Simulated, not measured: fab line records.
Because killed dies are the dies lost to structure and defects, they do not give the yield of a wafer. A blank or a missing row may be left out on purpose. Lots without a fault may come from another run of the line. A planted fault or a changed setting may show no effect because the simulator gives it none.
Which tool did it? ; flow nand-harc ; 12 lots, 36 wafers sampled, at 5 steps of a route of 1302

== WHAT THE GAUGES READ, wafer by wafer ==
The record lacks any reading of a measuring or inspecting step that a usual standard deviation could be used to judge.

== TOOL THAT RAN EACH LOT (tool first, then ch and the chambers of the sampled wafers, then the start) ==
lot;NHARC_P_CONTACT_DEP_00;NHARC_P_CONTACT_PVD_32;NHARC_P_CONTACT_ALD_22;NHARC_P_CONTACT_CVD_23;NHARC_P_CONTACT_CMP_24
L189;pecvd-04 ch 0,2, day 6 08:47 or earlier;pvd-sputter-01, day 6 08:47 or earlier;ald-metal-04 ch 0,1, day 6 08:47;cvd-w-02 ch 0,1, day 6 08:59;cmp-01 ch 0,1,2, day 6 09:38
L191;pecvd-04 ch 0,1,2, day 6 23:26 or earlier;pvd-sputter-01, day 6 23:26 or earlier;ald-metal-04 ch 0,2,3, day 6 23:26;cvd-w-01 ch 0,1, day 6 23:46;cmp-02 ch 0,3, day 7 00:15
L193;pecvd-03 ch 0,2, day 7 23:39 or earlier;pvd-sputter-02, day 7 23:39 or earlier;ald-metal-04 ch 1,2,3, day 7 23:39;cvd-w-01 ch 0,1, day 7 23:50;cmp-03 ch 0,2,3, day 8 00:29
L195;pecvd-04 ch 0,1,2, day 8 15:55 or earlier;pvd-sputter-02, day 8 15:55 or earlier;ald-metal-01 ch 0,2,3, day 8 15:55;cvd-w-02 ch 0,1, day 8 16:04;cmp-01 ch 1,3, day 8 16:43
L197;pecvd-04 ch 0,1,2, day 9 13:50 or earlier;pvd-sputter-01, day 9 13:50 or earlier;ald-metal-04 ch 0,1, day 9 13:50;cvd-w-02 ch 0, day 9 14:08;cmp-03 ch 1,2,3, day 9 14:42
L199;pecvd-03 ch 0,1,2, day 10 13:58 or earlier;pvd-sputter-03, day 10 13:58 or earlier;ald-metal-03 ch 0,2,3, day 10 13:58;cvd-w-02 ch 0, day 10 14:15;cmp-01 ch 0,3, day 10 14:48
L203;pecvd-03 ch 1,2, day 12 02:29 or earlier;pvd-sputter-02, day 12 02:29 or earlier;ald-metal-04 ch 0,3, day 12 02:29;cvd-w-01 ch 0,1, day 12 02:40;cmp-02 ch 1,2, day 12 03:20
L204;pecvd-02 ch 1,2, day 12 21:14 or earlier;pvd-sputter-01, day 12 21:14 or earlier;ald-metal-01 ch 0,2,3, day 12 21:14;cvd-w-01 ch 0,1, day 12 21:32;cmp-02 ch 1,2,3, day 12 22:06
L206;pecvd-03 ch 1,2, day 13 06:41 or earlier;pvd-sputter-01, day 13 06:41 or earlier;ald-metal-04 ch 2,3, day 13 06:41;cvd-w-01 ch 0, day 13 06:53;cmp-02 ch 0,1,2, day 13 07:35
L207;pecvd-03 ch 0,1, day 13 20:09 or earlier;pvd-sputter-02, day 13 20:09 or earlier;ald-metal-04 ch 0,2,3, day 13 20:09;cvd-w-01 ch 0,1, day 13 20:31;cmp-02 ch 0,3, day 13 20:59
L209;pecvd-04 ch 0,1,2, day 14 12:09 or earlier;pvd-sputter-01, day 14 12:09 or earlier;ald-metal-01 ch 0,2,3, day 14 12:09;cvd-w-01 ch 0,1, day 14 12:34;cmp-02 ch 0,1,3, day 14 13:02
L208;pecvd-03 ch 0,1, day 14 12:28 or earlier;pvd-sputter-03, day 14 12:28 or earlier;ald-metal-04 ch 0,2,3, day 14 12:28;cvd-w-02 ch 0,1, day 14 12:45;cmp-01 ch 0,2,3, day 14 13:19
- NHARC_P_CONTACT_DEP_00: deposits SiO2, target thk 500 nm.
- NHARC_P_CONTACT_PVD_32: deposits Ti, target thk 5 nm, time 17.7 s.
- NHARC_P_CONTACT_ALD_22: deposits TiN, target thk 3 nm, pulse time 1 s, ald cycles 150.
- NHARC_P_CONTACT_CVD_23: deposits W, target thk 200 nm, time 557 s.
- NHARC_P_CONTACT_CMP_24: polishes, t overpolish 30 s, target thk 200 nm.

== WHAT THE TOOLS THEMSELVES READ (means of the sampled wafers that have a number; where no wafer has one, the mark that the record gives instead) ==
NHARC_P_CONTACT_DEP_00.
lot;tool;heater-power-w (W);throttle-valve-pct (%)
L189;pecvd-04;566;16.3
L191;pecvd-04;524;16.2
L193;pecvd-03;501;16.1
L195;pecvd-04;550;16.3
L197;pecvd-04;531;16.5
L199;pecvd-03;585;15.6
L203;pecvd-03;597;15.4
L204;pecvd-02;453;15.8
L206;pecvd-03;563;15.4
L207;pecvd-03;483;15.9
L209;pecvd-04;555;16.1
L208;pecvd-03;470;16.1

NHARC_P_CONTACT_PVD_32.
lot;tool;cathode-dc-power-W (W);throttle-valve-pct (%)
L189;pvd-sputter-01;5000.8;30.8
L191;pvd-sputter-01;4999.7;30.5
L193;pvd-sputter-02;5000.0;30.4
L195;pvd-sputter-02;5000.2;30.8
L197;pvd-sputter-01;5000.1;31.0
L199;pvd-sputter-03;5001.1;28.9
L203;pvd-sputter-02;5000.1;30.8
L204;pvd-sputter-01;4999.6;30.8
L206;pvd-sputter-01;5000.4;30.5
L207;pvd-sputter-02;4998.8;29.9
L209;pvd-sputter-01;5000.2;30.9
L208;pvd-sputter-03;5000.5;29.7

NHARC_P_CONTACT_ALD_22.
lot;tool;heater-power-w (W);precursor-pulse-height-rel
L189;ald-metal-04;1240;1.005
L191;ald-metal-04;1136;0.996
L193;ald-metal-04;1124;1.004
L195;ald-metal-01;1074;0.997
L197;ald-metal-04;1247;0.996
L199;ald-metal-03;1014;0.986
L203;ald-metal-04;1044;0.983
L204;ald-metal-01;1088;1.001
L206;ald-metal-04;1129;1.007
L207;ald-metal-04;1143;0.990
L209;ald-metal-01;1087;0.972
L208;ald-metal-04;1132;1.003

NHARC_P_CONTACT_CVD_23.
lot;tool;heater-power-w (W);throttle-valve-pct (%)
L189;cvd-w-02;463;7.48
L191;cvd-w-01;456;7.95
L193;cvd-w-01;493;7.95
L195;cvd-w-02;456;7.62
L197;cvd-w-02;486;7.79
L199;cvd-w-02;482;7.80
L203;cvd-w-01;491;7.70
L204;cvd-w-01;487;7.94
L206;cvd-w-01;529;8.10
L207;cvd-w-01;456;7.80
L209;cvd-w-01;489;8.09
L208;cvd-w-02;455;7.41

NHARC_P_CONTACT_CMP_24.
lot;tool;motor-current-A (A);overpolish-run-s (s);retaining-ring-pressure-frac;slurry-flow-ml-min;time-to-endpoint-s (s)
L189;cmp-01;12.7;30.002;0.996;150.4;39.1
L191;cmp-02;12.2;29.992;1.003;149.9;37.6
L193;cmp-03;12.3;30.004;1.000;150.0;43.2
L195;cmp-01;12.9;29.999;0.995;149.8;40.9
L197;cmp-03;12.8;30.012;0.993;150.1;58.4
L199;cmp-01;12.3;30.001;0.999;150.0;53.3
L203;cmp-02;12.8;30.005;0.994;149.9;43.2
L204;cmp-02;12.4;30.000;0.996;150.3;42.0
L206;cmp-02;11.9;29.997;1.001;150.2;41.3
L207;cmp-02;11.7;30.000;1.004;149.7;40.5
L209;cmp-02;12.6;29.989;1.001;150.4;44.0
L208;cmp-01;11.8;30.000;0.999;150.3;42.3

== THE ANSWER, worked out from the rows above alone ==
Rule: usual is defined by the lots themselves. Put in order of their means at a reading, lots are off if they are a third of the lots or fewer, leave a main group of 4 or more, and stand apart from it by a gap of 3 or more times the standard deviation of the main group's means; of several such gaps the widest counts. A main group whose means are all the same, to the digits that the tables above print for the reading, isn't used. A lot without any number at a reading at which 4 lots or more have one is off too. All remaining lots with rows at the step are treated as sound. Order of review: gauges by route order, followed by the tools' own readings, for which a lot's mean as printed above is used. At the first step where some lot is off, the reading lying furthest off is the one used; lots without a number count as furthest.
Off: L197, L199, at NHARC_P_CONTACT_CMP_24 (time-to-endpoint-s). Main group: mean 41.4 s, sd 1.9.
If a tool, at that step or one of the process steps before it, ran each lot that is off and ran no sound lot following the first of them, it fits. Because NHARC_P_CONTACT_DEP_00 lacks a start for some lots, the hours and order of its lots are taken from NHARC_P_CONTACT_ALD_22. Because NHARC_P_CONTACT_PVD_32 lacks a start for some lots, the hours and order of its lots are taken from NHARC_P_CONTACT_ALD_22. No candidate that was tried fits.

== WHAT HAD BEEN PUT IN BY THE SIMULATOR ==
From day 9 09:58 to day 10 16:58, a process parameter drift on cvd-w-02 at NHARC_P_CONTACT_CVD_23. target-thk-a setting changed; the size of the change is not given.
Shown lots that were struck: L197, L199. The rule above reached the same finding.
